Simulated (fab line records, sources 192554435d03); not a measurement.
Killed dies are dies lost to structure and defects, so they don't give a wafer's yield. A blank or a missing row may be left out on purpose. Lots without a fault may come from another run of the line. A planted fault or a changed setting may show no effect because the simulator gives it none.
Split-lot experiment | flow n5_finfet | 7 lots, 39 wafers read, on a route of 1938 steps

THE SPLIT
At N5_SD_EPI_N_EPI_21 (deposits Si:P, time 690 s), the setting temp_c was moved away from the recipe's 680 C on 12 of the 39 wafers read, by -0.3% to +0.4%. The other wafers ran this setting at the recipe's value.

FROM THE SPLIT TO THE READING: what the file shows between them, 2 steps
- N5_SD_EPI_P_EPI_21: deposits SiGe:B, time 355 s (also split here: temp_c)
- N5_SD_EPI_P_EPI_MEAS_23

THE READING
Si-P_of_SD_EPI_N_EPI_21.thk_nm (the simulator's own value, which no gauge read), in nm, at N5_SD_EPI_P_HM_STRIP_48 (strips SiNx in H3PO4, material SiNx, target depth 3 nm). The file gives no usual value for it. The 27 wafers here that ran the recipe average 58.8 nm, standard deviation 0.65 nm.

wafer  | tool, chamber at the split | temp_c as run, C | against the recipe | Si-P_of_SD_EPI_N_EPI_21.thk_nm, nm | against lot-mates on the recipe
L074.1 | epi_rpcvd-01, 0            | 680              | recipe             | 59                                 | -
L074.3 | epi_rpcvd-01, 0            | 680              | recipe             | 59                                 | -
L074.5 | epi_rpcvd-01, 0            | 680              | recipe             | 59                                 | -
L074.2 | epi_rpcvd-01, 0            | 680              | recipe             | 57.8                               | -
L074.4 | epi_rpcvd-01, 0            | 680              | recipe             | 59.6                               | -
L074.6 | epi_rpcvd-01, 0            | 680              | recipe             | 58.4                               | -
L076.2 | epi_rpcvd-01, 0            | 680              | recipe             | 59.6                               | -
L076.4 | epi_rpcvd-01, 0            | 680              | recipe             | 59.2                               | -
L076.6 | epi_rpcvd-01, 0            | 680              | recipe             | 59.4                               | -
L083.1 | epi_rpcvd-01, 0            | 681.5            | +0.2%              | 59.4                               | +1.1
L083.2 | epi_rpcvd-01, 0            | 680              | recipe             | 58                                 | -
L083.3 | epi_rpcvd-01, 0            | 681.5            | +0.2%              | 60.2                               | +1.9
L083.5 | epi_rpcvd-01, 0            | 681.5            | +0.2%              | 60.2                               | +1.9
L083.4 | epi_rpcvd-01, 0            | 680              | recipe             | 58.2                               | -
L083.6 | epi_rpcvd-01, 0            | 680              | recipe             | 58.8                               | -
L085.1 | epi_rpcvd-01, 0            | 680              | recipe             | 59.4                               | -
L085.2 | epi_rpcvd-01, 0            | 680              | recipe             | 58.8                               | -
L085.3 | epi_rpcvd-01, 0            | 680              | recipe             | 59.8                               | -
L085.4 | epi_rpcvd-01, 0            | 680              | recipe             | 59.8                               | -
L085.5 | epi_rpcvd-01, 0            | 680              | recipe             | 59.6                               | -
L085.6 | epi_rpcvd-01, 0            | 680              | recipe             | 59                                 | -
L089.1 | epi_rpcvd-03, 0            | 680              | recipe             | 58.4                               | -
L089.2 | epi_rpcvd-03, 0            | 680              | recipe             | 58.4                               | -
L089.3 | epi_rpcvd-03, 0            | 680              | recipe             | 58.6                               | -
L089.4 | epi_rpcvd-03, 0            | 682.5            | +0.4%              | 61                                 | +2.5
L089.5 | epi_rpcvd-03, 0            | 682.5            | +0.4%              | 61.8                               | +3.3
L089.6 | epi_rpcvd-03, 0            | 682.5            | +0.4%              | 61.6                               | +3.1
L090.1 | epi_rpcvd-01, 0            | 681.3            | +0.2%              | 60                                 | +0.9
L090.2 | epi_rpcvd-01, 0            | 681.3            | +0.2%              | 60.2                               | +1.1
L090.3 | epi_rpcvd-01, 0            | 680              | recipe             | 59                                 | -
L090.4 | epi_rpcvd-01, 0            | 680              | recipe             | 59.4                               | -
L090.5 | epi_rpcvd-01, 0            | 681.3            | +0.2%              | 59.8                               | +0.7
L090.6 | epi_rpcvd-01, 0            | 680              | recipe             | 58.8                               | -
L095.1 | epi_rpcvd-03, 0            | 677.9            | -0.3%              | 56.8                               | -1.1
L095.6 | epi_rpcvd-03, 0            | 677.9            | -0.3%              | 56.8                               | -1.1
L095.2 | epi_rpcvd-03, 0            | 680              | recipe             | 58.6                               | -
L095.3 | epi_rpcvd-03, 0            | 680              | recipe             | 57.2                               | -
L095.4 | epi_rpcvd-03, 0            | 677.9            | -0.3%              | 56.6                               | -1.3
L095.5 | epi_rpcvd-03, 0            | 680              | recipe             | 57.8                               | -

THE FIT
A straight line over all 39 wafers: Si-P_of_SD_EPI_N_EPI_21.thk_nm changes by +6.63 nm for each +1% of temp_c; r = +0.87; the points scatter about the line by 0.59 nm.
The same after taking each lot's own level away (the mean of its wafers on the recipe; 39 wafers): +6.11 nm for each +1%; r = +0.89; scatter 0.48 nm.
On that fit, the largest move of temp_c shifts the reading by 2.2 nm.
The lots' own levels span 57.87 to 59.40 nm, that is 2.4 times the standard deviation above.
So the lot-to-lot level changes the slope little: the two slopes agree.
Check: with one of the wafers moved furthest among these (+0.4%) left out of the fit, the line predicts +2.33 nm for it against its lot-mates. It came out at +2.53 nm against them.

OTHER SPLITS ON THESE WAFERS
These wafers also went through other splits before the reading. Each is held against what the fit with the lots' levels taken away leaves over:
other split on the same wafers    | wafers away from the commonest value | r with Si-P_of_SD_EPI_N_EPI_21.thk_nm (lot level and that fit taken away)
N5_DUMMY_GATE_CVD_03 target_thk_a | 18                                   | -0.08
N5_SD_EPI_P_EPI_21 temp_c         | 15                                   | +0.02

THE FILE'S OWN FIT
Si-P_of_SD_EPI_N_EPI_21.thk_nm changes by +6.28 nm for each +1% of temp_c, r = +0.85.
